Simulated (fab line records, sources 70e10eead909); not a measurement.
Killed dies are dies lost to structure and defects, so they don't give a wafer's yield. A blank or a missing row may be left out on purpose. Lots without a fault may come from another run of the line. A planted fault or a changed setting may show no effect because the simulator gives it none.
Chamber matching | flow nand_harc | NHARC_A_SGD_CUT_ETCH_58 on rie_diel-10: 4 sister chambers
The step etches the open film in CF4, target depth 39 nm, time 65 s. 14 wafers are shown with their chamber, then 7 later ones without.

WAFERS WITH THEIR CHAMBER
wafer  | chamber | drypump_motor_current_A (A) | oes_product_au (a.u.) | rf_vpp_V (V)
L075.1 | 3       | 6.3                         | 1.000                 | 148.1
L075.2 | 1       | 5.7                         | 1.004                 | 150.8
L075.5 | 2       | 4.9                         | 1.000                 | 151.3
L079.2 | 2       | 5.0                         | 1.007                 | 150.6
L079.3 | 1       | 5.6                         | 0.993                 | 151.3
L079.5 | 3       | 6.3                         | 1.001                 | 151.7
L082.4 | 0       | 6.1                         | 0.979                 | 151.9
L082.5 | 1       | 5.6                         | 1.006                 | 150.6
L082.6 | 2       | 4.9                         | 1.010                 | 149.9
L091.1 | 1       | 5.6                         | 0.991                 | 149.6
L091.4 | 3       | 6.3                         | 1.002                 | 150.3
L091.6 | 0       | 6.1                         | 0.977                 | 150.4
L093.1 | 1       | 5.6                         | 0.980                 | 150.3
L093.4 | 3       | 6.3                         | 1.015                 | 150.9

SIGNATURES (means of the wafers above)
reading                 | chamber 0 | chamber 1 | chamber 2 | chamber 3 | scatter within a chamber
drypump_motor_current_A | 6.100     | 5.620     | 4.933     | 6.300     | 0.0383
oes_product_au          | 0.97800   | 0.99480   | 1.00567   | 1.00450   | 0.00807
rf_vpp_V                | 151.150   | 150.520   | 150.600   | 150.250   | 1.04
Rule: a wafer's distance from a chamber is the root of the sum, over the readings, of the square of ((its reading less the chamber's mean) divided by the reading's scatter). The wafer belongs to the nearest chamber; if the next one is less than 2 further off, it can't be placed. The scatter: the root of (the sum of the squares of (reading less its chamber's mean) over the shown wafers, divided by (wafers less chambers)).

WAFERS WITHOUT THEIR CHAMBER
wafer  | drypump_motor_current_A (A) | oes_product_au (a.u.) | rf_vpp_V (V)
L093.5 | 5.6                         | 0.985                 | 151.6
L094.1 | 6.0                         | 0.978                 | 150.7
L094.3 | 5.0                         | 0.998                 | 150.6
L094.5 | 5.6                         | 0.980                 | 151.4
L095.2 | 6.0                         | 0.995                 | 151.1
L095.4 | 5.0                         | 0.994                 | 150.2
L095.5 | 6.0                         | 0.991                 | 152.8

WHICH CHAMBER EACH WENT THROUGH
wafer  | from the rows above | in truth
L093.5 | 1                   | 1
L094.1 | 0                   | 0
L094.3 | 2                   | 2
L094.5 | 1                   | 1
L095.2 | 0                   | 0
L095.4 | 2                   | 2
L095.5 | 0                   | 0
Placed correctly: 7 of 7. Can't be placed from these rows: 0. Placed wrongly: 0.
